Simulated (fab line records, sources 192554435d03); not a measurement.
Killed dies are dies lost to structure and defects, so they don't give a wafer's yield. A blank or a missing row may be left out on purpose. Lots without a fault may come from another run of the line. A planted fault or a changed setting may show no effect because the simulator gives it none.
A struck lot beside a sound one | flow n5_finfet | 16 steps out of a route of 1938
Sound: wafers L655.1, L655.2, L655.6. Struck: wafer L651.3. (L651.4 of the same lot was not struck and is left out.) The cause comes at the end.
At each step with rows: each side's tool, then ch and its chambers, then its first start. Under that, the readings that differ: sound wafers | struck wafers | difference of the means | sigmas: that difference in standard deviations of wafers without a fault.
alike: readings whose means differ by less than 2 such deviations, and words and numbers that are the same on both sides. not compared: withheld readings, readings that some wafer has no value for, bounds like >300 that may hide the same value, and numbers for which the record gives no deviation and whose values overlap.
The two part at a step that has a row with sigmas, a row that says differs or no value, or rows on one side only. Numbers that don't overlap but have no deviation are shown without sigmas and don't part them. A reading that every wafer of one side lacks parts them only if that side has two wafers or more.

first, 4 steps without rows for these wafers: N5_BEOL_M2_SOFTBAKE_23 (time 60 s); N5_BEOL_M2_EXPOSE_25 (exposes mask V1, defocus 5 nm); N5_BEOL_M2_PEB_26 (peb time 60 s); N5_BEOL_M2_DEVELOP_27 (develop time 30 s).
N5_BEOL_M2_CD_MEAS_28: target cd 26.2 nm, target cd y 24.1 nm.
  sound on cd_sem-01 ch 0, day 12 16:47; struck on cd_sem-01 ch 0, day 11 22:32
  alike: cd_nm
N5_BEOL_M2_OVL_MEAS_29:
  sound on overlay-01 ch 0, day 12 16:49; struck on overlay-01 ch 0, day 11 22:35
  alike: V1_OVL
N5_BEOL_M2_INSPECT_30: inspects for defects (brightfield).
  sound on defect_inspect-01, day 12 16:52; struck on defect_inspect-01, day 11 22:38
  alike: raw_defect_count
N5_BEOL_M2_DESCUM_33: chemistry O2, time 7 s.
  sound on rie_diel-03 ch 2,3, day 12 16:54; struck on rie_diel-02 ch 2, day 11 22:40
  reading                         | sound             | struck | difference | sigmas
  rf_vpp_V (V)                    | 246.2 244.4 244.7 | 241.4  | -3.7       | -2
  showerhead_plenum_p_Torr (Torr) | 2.23 2.23 2.23    | 2.00   | -0.23      | -2
  alike: drypump_motor_current_A, oes_product_au, throttle_valve_pct
  not compared: rf_hours_counter_h
N5_BEOL_M2_ETCH_77: etches underlayer in N2/H2, target depth 6.5 nm, time 5.2 s.
  sound on rie_diel-03 ch 2,3, day 12 16:56; struck on rie_diel-02 ch 2, day 11 22:42
  reading                         | sound             | struck | difference | sigmas
  etch_rf_on_time_s (s)           | 4.92 5.10 4.87    | 5.29   | +0.33      | +3
  h2_flow_sccm (sccm)             | 201.2 201.0 200.7 | 198.5  | -2.5       | -4
  oes_product_au (a.u.)           | 0.82 0.77 0.81    | 0.63   | -0.17      | -2
  rf_vpp_V (V)                    | 530 529 527       | 520    | -9         | -3
  showerhead_plenum_p_Torr (Torr) | 2.71 2.69 2.71    | 2.43   | -0.27      | -2
  alike: drypump_motor_current_A, n2_flow_sccm, throttle_valve_pct
  not compared: rf_hours_counter_h
N5_BEOL_M2_ETCH_69: etches SiARC in CF4, target depth 15.6 nm, time 26 s.
  sound on rie_diel-03 ch 2,3, day 12 16:57; struck on rie_diel-02 ch 2, day 11 22:43
  reading                         | sound             | struck | difference | sigmas
  rf_vpp_V (V)                    | 185.6 185.7 185.8 | 182.7  | -3.0       | -2
  showerhead_plenum_p_Torr (Torr) | 2.26 2.27 2.26    | 2.03   | -0.23      | -3
  alike: drypump_motor_current_A, etch_rf_on_time_s, mfc_ar_sccm, oes_product_au, throttle_valve_pct
  not compared: rf_hours_counter_h
N5_BEOL_M2_ALD_98: deposits SiO2, target thk 2.5 nm, pulse time 1 s, co reactant pulse time 1 s.
  sound on ald_sin-04 ch 2,3, day 12 17:14; struck on ald_sin-04 ch 1, day 11 22:48
  alike: heater_power_w, precursor_pulse_height_rel
N5_BEOL_M2_ETCHBACK_99: etches SiO2 in CHF3, target depth 5 nm, time 10.4 s.
  sound on rie_diel-05 ch 1,3, day 13 22:40; struck on rie_diel-03 ch 1, day 13 04:46
  reading                     | sound             | struck | difference | sigmas
  drypump_motor_current_A (A) | 5.3 5.1 5.3       | 6.3    | +1.1       | +2
  mfc_ar_sccm (sccm)          | 200.9 200.7 200.4 | 199.4  | -1.3       | -2
  throttle_valve_pct (%)      | 16.99 16.48 16.98 | 17.30  | +0.48      | +2
  alike: oes_f_703_au, oes_product_au, rf_vpp_V, showerhead_plenum_p_Torr
  not compared: rf_hours_counter_h
N5_BEOL_M2_ETCH_70: etches SOC in N2/H2, target depth 80 nm, overetch 24 nm, time 130 s.
  sound on rie_diel-05 ch 1,3, day 13 22:42; struck on rie_diel-03 ch 1, day 13 04:49
  reading                                    | sound             | struck | difference | sigmas
  n2_flow_sccm (sccm)                        | 201.2 199.8 200.9 | 199.3  | -1.3       | -2
  throttle_valve_pct (%)                     | 17.88 17.16 17.87 | 18.17  | +0.53      | +2
  model.SiARC_of_BEOL_M2_COAT_68.thk_nm (nm) | 6 6 6             | 4      | -2         |
  alike: drypump_motor_current_A, h2_flow_sccm, oes_product_au, rf_vpp_V, showerhead_plenum_p_Torr
  not compared: rf_hours_counter_h
then, 1 step without rows for these wafers: N5_BEOL_M2_STRIP_71 (strips in N2/H2).
-- the record jumps here: 3 days lie between the struck wafers' starts before and after (it left off in module BEOL_M2 and takes up again in module BEOL_M4, whose first step shown is number 1111 of the route) --
N5_BEOL_M4_RC_MEAS_101:
  sound on prober-02 ch 0, day 16 14:44; struck on prober-02 ch 0, day 16 03:58
  reading        | sound          | struck | difference | sigmas
  DIBL_N (mV/V)  | 37.8 37.1 35.9 | 33.1   | -3.8       | -2
  DIBL_P (mV/V)  | 37.2 36.2 35.0 | 30.6   | -5.5       | -3
  IOFF_N (nA/um) | 0.20 0.21 0.17 | 0.10   | -0.09      | -3
  IOFF_P (nA/um) | 0.27 0.27 0.24 | 0.14   | -0.12      | -3
  ION_N (uA/um)  | 697 704 691    | 649    | -48        | -4
  ION_P (uA/um)  | 484 490 480    | 451    | -34        | -4
  VT_N (mV)      | 244 241 247    | 254    | +10        | +3
  VT_P (mV)      | -242 -244 -243 | -259   | -16        | -4
  alike: SS_N, SS_P
-- the record jumps here: 5 days lie between the struck wafers' starts before and after (it left off in module BEOL_M4 and takes up again in module PASSIVATION, whose first step shown is number 1936 of the route) --
N5_PASSIVATION_PROBE_49:
  the record has rows for the struck wafers here (prober-02, day 20 18:40) and none for the sound ones

WHERE THEY PART
First at N5_BEOL_M2_DESCUM_33; last, within this record, at N5_PASSIVATION_PROBE_49.

WHY: what the simulator had put in
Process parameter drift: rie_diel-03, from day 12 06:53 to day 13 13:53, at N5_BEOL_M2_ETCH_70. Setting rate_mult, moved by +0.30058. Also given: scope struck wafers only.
